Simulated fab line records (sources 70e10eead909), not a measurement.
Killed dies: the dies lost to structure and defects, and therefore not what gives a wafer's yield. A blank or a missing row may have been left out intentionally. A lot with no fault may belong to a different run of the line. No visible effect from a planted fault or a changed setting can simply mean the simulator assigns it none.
Which tool was responsible?	flow nand-harc	Sampling: 12 lots, 33 wafers, 5 of 1159 route steps

== WHAT EACH GAUGE READ, for each wafer ==
NHARC_END_SORT_01. Usual: killed-at-array 29, standard deviation 9.4; killed-at-other 0.7, standard deviation 1.3; killed-at-periphery 2.9, standard deviation 2.1; killed-dies 32, standard deviation 9; killed-open 3.3, standard deviation 1.8; killed-short 1.9, standard deviation 1.4.
lot	measured	on	killed-at-array	killed-at-other	killed-at-periphery	killed-dies	killed-open	killed-short	flag
L640	day 21 23:13	prober-02	18 14	2 3	6 660	26 677	4 3	5 1	OFF
L641	day 21 08:49	prober-01	29 30	1 1	647 2	677 33	1 3	1 1	OFF
L643	day 22 08:36	prober-01	15 24	0 0	662 2	677 26	2 4	1 1	OFF

== EACH LOT AND THE TOOL THAT RAN IT (in order: tool; ch and the chambers of the sampled wafers; start) ==
lot	NHARC_P_GATE_DESCUM_61	NHARC_P_GATE_STRIP_113	NHARC_P_GATE_RTA_80	NHARC_P_CONTACT_ETCH_18
L634	rie-diel-12 ch 0,1,2, day 5 03:49	plasma-asher-02 ch 0,1, day 5 05:59	rtp-anneal-02 ch 0, day 5 08:00	rie-diel-01 ch 0,1,3, day 5 10:56
L637	rie-diel-12 ch 1,2,3, day 5 21:42	plasma-asher-02 ch 0,1, day 6 00:02	rtp-anneal-01 ch 0, day 6 01:46	rie-diel-01 ch 0,1, day 6 04:35
L636	rie-diel-09 ch 0,1,2, day 5 22:04	plasma-asher-01 ch 0,1, day 6 00:35	rtp-anneal-02 ch 0, day 6 02:24	rie-diel-08 ch 0,3, day 6 05:24
L638	rie-diel-12 ch 0,1,3, day 6 07:59	plasma-asher-01 ch 0,1, day 6 09:56	rtp-anneal-01 ch 0, day 6 11:50	rie-diel-11 ch 0,2, day 6 15:04
L640	rie-diel-12 ch 1,3, day 7 01:55	plasma-asher-01 ch 0,1, day 7 03:58	rtp-anneal-02 ch 0, day 7 05:51	rie-diel-01 ch 1,2, day 7 08:44
L641	rie-diel-13 ch 0,3, day 7 02:31	plasma-asher-02 ch 1, day 7 05:08	rtp-anneal-01 ch 0, day 7 06:45	rie-diel-01 ch 1, day 7 09:59
L643	rie-diel-12 ch 2,3, day 7 17:40	plasma-asher-01 ch 0,1, day 7 19:59	rtp-anneal-02 ch 0, day 7 21:42	rie-diel-01 ch 0, day 8 00:29
L644	rie-diel-12 ch 0,2,3, day 8 12:10	plasma-asher-02 ch 0,1, day 8 14:38	rtp-anneal-01 ch 0, day 8 16:34	rie-diel-11 ch 0,2,3, day 8 19:31
L653	rie-diel-12 ch 1,3, day 9 21:56	plasma-asher-02 ch 0,1, day 9 23:59	rtp-anneal-01 ch 0, day 10 01:58	rie-diel-11 ch 0,2, day 10 04:53
L656	rie-diel-13 ch 0,1,3, day 10 11:55	plasma-asher-01 ch 0,1, day 10 13:59	rtp-anneal-02 ch 0, day 10 15:44	rie-diel-08 ch 0,1,3, day 10 18:54
L655	rie-diel-13 ch 0,3, day 10 12:26	plasma-asher-02 ch 1, day 10 14:32	rtp-anneal-02 ch 0, day 10 16:41	rie-diel-01 ch 0,1,2, day 10 19:35
L657	rie-diel-09 ch 0,1,3, day 11 06:21	plasma-asher-02 ch 0,1, day 11 08:26	rtp-anneal-02 ch 0, day 11 10:20	rie-diel-11 ch 1,2,3, day 11 13:37
- NHARC_P_GATE_DESCUM_61: chemistry O2, time 3 s.
- NHARC_P_GATE_STRIP_113: strips in N2/H2, time 740 s.
- NHARC_P_GATE_RTA_80: time 30 s.
- NHARC_P_CONTACT_ETCH_18: etches the open film in C4F8/O2/Ar, target depth 481 nm, time 240.5 s.

== WHAT THE TOOLS THEMSELVES READ (means of the sampled wafers that have a number; where no wafer has one, the mark that the record gives instead) ==
NHARC_P_GATE_DESCUM_61. Usual: drypump-motor-current-A 5.8 A, standard deviation 0.48; oes-product-au 0.999 a.u., standard deviation 0.0091; rf-vpp-V 58.0 V, standard deviation 1; showerhead-plenum-p-Torr 1.97 Torr, standard deviation 0.073; throttle-valve-pct 11.311 %, standard deviation 0.01.
lot	tool	drypump-motor-current-A (A)	oes-product-au (a.u.)	rf-vpp-V (V)	showerhead-plenum-p-Torr (Torr)	throttle-valve-pct (%)	flag
L634	rie-diel-12	6.0	1.000	58.1	1.99	11.316	
L637	rie-diel-12	5.9	1.006	58.7	2.02	11.314	
L636	rie-diel-09	5.9	0.998	57.1	1.91	11.321	
L638	rie-diel-12	5.6	0.997	58.4	1.97	11.312	
L640	rie-diel-12	5.7	0.991	58.1	2.00	11.310	
L641	rie-diel-13	5.7	1.002	58.0	1.94	11.323	
L643	rie-diel-12	5.8	1.000	57.5	2.04	11.308	
L644	rie-diel-12	5.6	1.005	57.7	1.99	11.312	
L653	rie-diel-12	5.9	0.990	57.2	2.00	11.324	
L656	rie-diel-13	5.7	1.009	58.2	1.98	11.307	
L655	rie-diel-13	5.7	1.006	57.9	1.94	11.308	
L657	rie-diel-09	5.9	0.988	57.4	1.89	11.312	

NHARC_P_GATE_STRIP_113. Usual: drypump-motor-current-A 5.92 A, standard deviation 0.25; heater-power-w 79 W, standard deviation 3.1; rf-refl-power-W 23 W, standard deviation 5.4.
lot	tool	drypump-motor-current-A (A)	heater-power-w (W)	rf-refl-power-W (W)	flag
L634	plasma-asher-02	6.01	79	23	
L637	plasma-asher-02	5.98	79	24	
L636	plasma-asher-01	5.68	81	25	
L638	plasma-asher-01	5.68	79	25	
L640	plasma-asher-01	5.75	80	23	
L641	plasma-asher-02	6.25	76	16	
L643	plasma-asher-01	5.76	82	24	
L644	plasma-asher-02	6.13	79	21	
L653	plasma-asher-02	6.12	77	20	
L656	plasma-asher-01	5.68	81	25	
L655	plasma-asher-02	6.25	76	17	
L657	plasma-asher-02	6.12	77	20	

NHARC_P_GATE_RTA_80. Usual: lamp-power-pct 2.27 %, standard deviation 0.12; lamp_zone_4_pct 2.27 %, standard deviation 0.12; wafer_temp_C_max 301.0, standard deviation 0.36.
lot	tool	lamp-power-pct (%)	lamp_zone_4_pct (%)	wafer_temp_C_max	flag
L634	rtp-anneal-02	2.15	2.16	301.1	
L637	rtp-anneal-01	2.39	2.39	301.3	
L636	rtp-anneal-02	2.15	2.15	300.9	
L638	rtp-anneal-01	2.39	2.39	301.4	
L640	rtp-anneal-02	2.15	2.15	301.1	
L641	rtp-anneal-01	2.40	2.40	301.1	
L643	rtp-anneal-02	2.15	2.15	301.0	
L644	rtp-anneal-01	2.39	2.39	301.7	
L653	rtp-anneal-01	2.39	2.39	301.3	
L656	rtp-anneal-02	2.15	2.15	300.7	
L655	rtp-anneal-02	2.15	2.15	300.6	
L657	rtp-anneal-02	2.15	2.16	301.0	

NHARC_P_CONTACT_ETCH_18. Usual: oes-product-au 0.958 a.u., standard deviation 0.019; rf-vpp-V 976 V, standard deviation 5.7; run-length-s 262.0 s, standard deviation 0.46.
lot	tool	oes-product-au (a.u.)	rf-vpp-V (V)	run-length-s (s)	flag
L634	rie-diel-01	0.974	976	261.9	
L637	rie-diel-01	0.955	974	261.7	
L636	rie-diel-08	0.979	977	261.6	
L638	rie-diel-11	0.967	976	262.2	
L640	rie-diel-01	0.968	972	232.9	OFF
L641	rie-diel-01	0.968	974	232.9	OFF
L643	rie-diel-01	0.973	975	232.9	OFF
L644	rie-diel-11	0.967	981	262.1	
L653	rie-diel-11	0.961	977	262.1	
L656	rie-diel-08	0.964	975	262.0	
L655	rie-diel-01	0.966	972	261.8	
L657	rie-diel-11	0.968	982	262.0	

== THE ANSWER, worked out from the rows above alone ==
Rule: take the mean of a lot's wafers that have a number; if it is more than 3 standard deviations from the usual mean, the lot is off. Also off: a lot with no number at a reading for which 4 or more lots have one. Any other lot the step has rows for is counted as sound. Order of review: gauges by route order, followed by the tools' own readings, for which a lot's mean as printed above is used. The first step at which some lot is off is used, and at that step the reading that is off furthest; a lot without a number counts as furthest.
Off: L640, L641, L643, at NHARC_END_SORT_01 (killed-at-periphery). Neither off nor sound, because the step has no rows for them: L634, L637, L636, L638, L644, L653, L656, L655, L657.
A tool fits if, at a process step before that reading, it ran every lot that is off, and no sound lot after the first of them. The gauges at NHARC_END_SORT_01 aren't tried: what is off there is off at NHARC_P_CONTACT_ETCH_18 too, on other tools, and a gauge's error can't cause that. One fits: rie-diel-01 at NHARC_P_CONTACT_ETCH_18. It ran no sound lot before its first lot that is off in this sample, so the start can't be narrowed down.

== WHAT HAD BEEN PUT IN BY THE SIMULATOR ==
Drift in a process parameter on rie-diel-01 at NHARC_P_CONTACT_ETCH_18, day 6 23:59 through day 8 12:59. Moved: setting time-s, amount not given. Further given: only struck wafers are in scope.
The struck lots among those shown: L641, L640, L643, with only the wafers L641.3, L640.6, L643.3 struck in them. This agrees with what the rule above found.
